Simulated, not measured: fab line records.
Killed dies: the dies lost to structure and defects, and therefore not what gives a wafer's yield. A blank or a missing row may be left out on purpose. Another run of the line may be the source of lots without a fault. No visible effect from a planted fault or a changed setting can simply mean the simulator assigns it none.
Which tool is to blame? -- flow n5_finfet -- 9 lots with 27 wafers sampled at 3 steps, on a route of 1938 steps

## WHAT THE GAUGES SHOWED, per wafer
N5_BEOL_M0_SAQP_CD_MEAS_14: target cd 42.5 nm.
lot,measured,on,cd_nm (nm)
L602,day 6 09:18,cd_sem-01,42.6 42.8 42.8
L603,day 6 09:08,cd_sem-01,42.9 43.0 42.4
L606,day 6 20:13,cd_sem-02,40.7 40.4 40.5
L613,day 8 15:01,cd_sem-03,43.0 43.0 42.6
L612,day 8 18:07,cd_sem-02,41.7 41.4 41.3
L619,day 10 00:01,cd_sem-03,43.0 42.9 42.5
L620,day 10 04:28,cd_sem-03,42.0 42.0 42.7
L623,day 11 02:23,cd_sem-01,43.2 42.9 42.9
L624,day 11 13:55,cd_sem-01,42.5 42.6 42.4

## WHAT TOOL EACH LOT RAN ON (gives the tool, then ch and the chambers of the sampled wafers, and finally the start)
lot,N5_MOL_CONTACT_COAG_VIA_ETCH_117,N5_BEOL_M0_SAQP_EXPOSE_11
L602,"rie_diel-05 ch 0,3, day 5 15:47","arfi_scanner-02 ch 0, day 6 09:10"
L603,"rie_diel-05 ch 0,3, day 5 17:42","arfi_scanner-01 ch 0, day 6 09:01"
L606,"rie_diel-06 ch 0,2,3, day 6 14:36","arfi_scanner-01 ch 0, day 6 20:05"
L613,"rie_diel-05 ch 0,3, day 8 08:32","arfi_scanner-03 ch 0, day 8 14:53"
L612,"rie_diel-06 ch 2,3, day 8 10:50","arfi_scanner-01 ch 0, day 8 18:00"
L619,"rie_diel-01 ch 2, day 9 17:28","arfi_scanner-02 ch 0, day 9 23:53"
L620,"rie_diel-05 ch 0,2,3, day 9 22:35","arfi_scanner-03 ch 0, day 10 04:21"
L623,"rie_diel-05 ch 0,1,3, day 10 17:34","arfi_scanner-02 ch 0, day 11 02:16"
L624,"rie_diel-06 ch 0,1, day 11 07:51","arfi_scanner-02 ch 0, day 11 13:48"
- N5_MOL_CONTACT_COAG_VIA_ETCH_117: etches SiO2 in C4F6/O2, target depth 40 nm, overetch 8 nm, time 26 s.
- N5_BEOL_M0_SAQP_EXPOSE_11: exposes mask M0 CORE, target cd 42 nm.

## THE ANSWER, worked out from the rows above alone
Rule: usual is defined by the lots themselves. Put in order of their means at a reading, lots are off if they are a third of the lots or fewer, leave a main group of 4 or more, and stand apart from it by a gap of 3 or more times the standard deviation of the main group's means; of several such gaps the widest counts. Not used: any main group whose means are identical at the precision the tables above print for the reading. Also off: a lot with no number at a reading for which 4 or more lots have one. Any other lot the step has rows for is counted as sound.
Off: L606, L612 (N5_BEOL_M0_SAQP_CD_MEAS_14, cd_nm). Mean 42.7 nm and standard deviation 0.24 in the main group.
If a tool, at a process step before that reading, ran all the lots that are off and no sound lot after the first of them, it fits. Those tools and the gauges at N5_BEOL_M0_SAQP_CD_MEAS_14 are tried in the same way. Can't be told from this: 2 tools fit, arfi_scanner-01 at N5_BEOL_M0_SAQP_EXPOSE_11, cd_sem-02 at N5_BEOL_M0_SAQP_CD_MEAS_14.

## WHAT WAS PUT IN BY THE SIMULATOR
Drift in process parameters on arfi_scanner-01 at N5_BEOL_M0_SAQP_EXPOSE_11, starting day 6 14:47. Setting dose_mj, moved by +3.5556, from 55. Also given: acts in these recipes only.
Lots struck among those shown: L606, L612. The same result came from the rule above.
